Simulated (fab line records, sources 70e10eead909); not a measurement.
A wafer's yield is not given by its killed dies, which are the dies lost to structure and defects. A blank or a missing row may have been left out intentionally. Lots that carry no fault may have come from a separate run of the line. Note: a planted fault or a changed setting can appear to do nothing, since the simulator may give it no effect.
Problem report in the 8D (eight disciplines) form, filled by code :: flow nandHarc :: the parts of the form that need people (team, actions taken, sign-off) are left out

== 1. THE ISSUE ==
At NHARC_A_ONON_D2_THK_MEAS_02, thkNm averages 448 nm over 6 wafers from 2 lots, while fault-free wafers read 1003 nm, standard deviation 11. That is -50 standard deviations from the usual mean.
The step: measures by ellipsometry.
Seen first at day 13 14:25 on filmMetro-02, wafer L759.2. The record has a number at this step for 42 wafers belonging to 14 lots. Rule for "out", or "out of limits": more than 4 standard deviations from the usual mean. The other wafers with a number count as sound.

== 2. WHAT IT IS, AND WHAT IT ISN'T ==
question: which readings at this step
is: thkNm
is not: -

question: which lots
is: L759, L760
is not: L756, L758, L767, L768, L769, L770, L771, L772, L774, L775, L776, L778

question: which wafers of those lots
is: all that have a number
is not: -

question: read on which gauges
is: filmMetro-02
is not: filmMetro-01

question: when
is: from day 13 14:25
is not: up to then (6 sound wafers); but 30 sound wafers of L767, L768, L769, L770, L771, L772, L774, L775, L776, L778 came after

== 3. SUSPECTS, AND WHAT RULES EACH OUT ==
Counting: a tool stays on the suspect list if, at a process step up to the reading, it processed all lots that are out and no sound lot following the first of them.
- the gauge at NHARC_A_ONON_D2_THK_MEAS_02: kept. All the wafers that are out were read on filmMetro-02, and no step on other tools shows them out.
- rieDiel-03 at NHARC_A_CHANNEL_FILL_D1_ETCHBACK_08 (etches the open film in C4F8, target depth 220 nm, time 110 s): ruled out as a lasting fault. Following L759 (day 13 13:08), the first lot on it that is out, the sound lots L770 were run on it. NHARC_A_CHANNEL_FILL_D1_ETCHBACK_08: start missing for some lots; hours and lot order therefore follow NHARC_A_DECK1_JOINT_CMP_02.
- cmp-03 at NHARC_A_DECK1_JOINT_CMP_02 (polishes SiOx): ruled out as a lasting fault. Following L759 (day 13 13:08), the first lot on it that is out, the sound lots L768, L769, L774, L775, L776 were run on it.
- pecvdOnon-04 at NHARC_A_ONON_D2_DEP_00 (target thk 1000 nm): ruled out as a lasting fault. Following L759 (day 13 13:58), the first lot on it that is out, the sound lots L768, L769, L774, L775 were run on it.
Left after counting: filmMetro-02 at NHARC_A_ONON_D2_THK_MEAS_02.

== 4. THE CAUSE (what the simulator had put in) ==
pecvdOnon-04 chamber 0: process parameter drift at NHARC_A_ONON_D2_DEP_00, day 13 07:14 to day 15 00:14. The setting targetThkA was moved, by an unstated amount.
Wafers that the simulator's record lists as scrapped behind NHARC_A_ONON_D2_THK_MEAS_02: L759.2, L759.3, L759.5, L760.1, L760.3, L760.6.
It was ruled out by counting, in error; the rule expects a fault to strike all lots run on its tool from its start on, and this fault did not.

== 5. SEQUENCE OF EFFECTS, ordered by route ==
Each row: a reading where the mean over the struck wafers with a number is more than 3 standard deviations away from the usual. Readings are gone through only where the record gives a usual standard deviation; hours: the median, over the lots, of the time from a lot's start at the first step in this table giving one to that lot's start at this step; sigmas: the change measured in usual standard deviations.
hours: 0
step: NHARC_A_ONON_D2_THK_MEAS_02
reading: thkNm
usual: 1003 nm
on struck wafers: 448
change: -555
sigmas: -50

== 6. HOW IT WOULD HAVE BEEN CAUGHT EARLIER ==
The first out-of-limits reading at a measuring or inspecting step in this record came at day 13 14:25, 7 hours after the fault's start at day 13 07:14.
Tool readings at NHARC_A_ONON_D2_DEP_00 with a usual standard deviation given in the record: none out on any struck wafer, hence no alarm at a limit of 4 standard deviations on them.
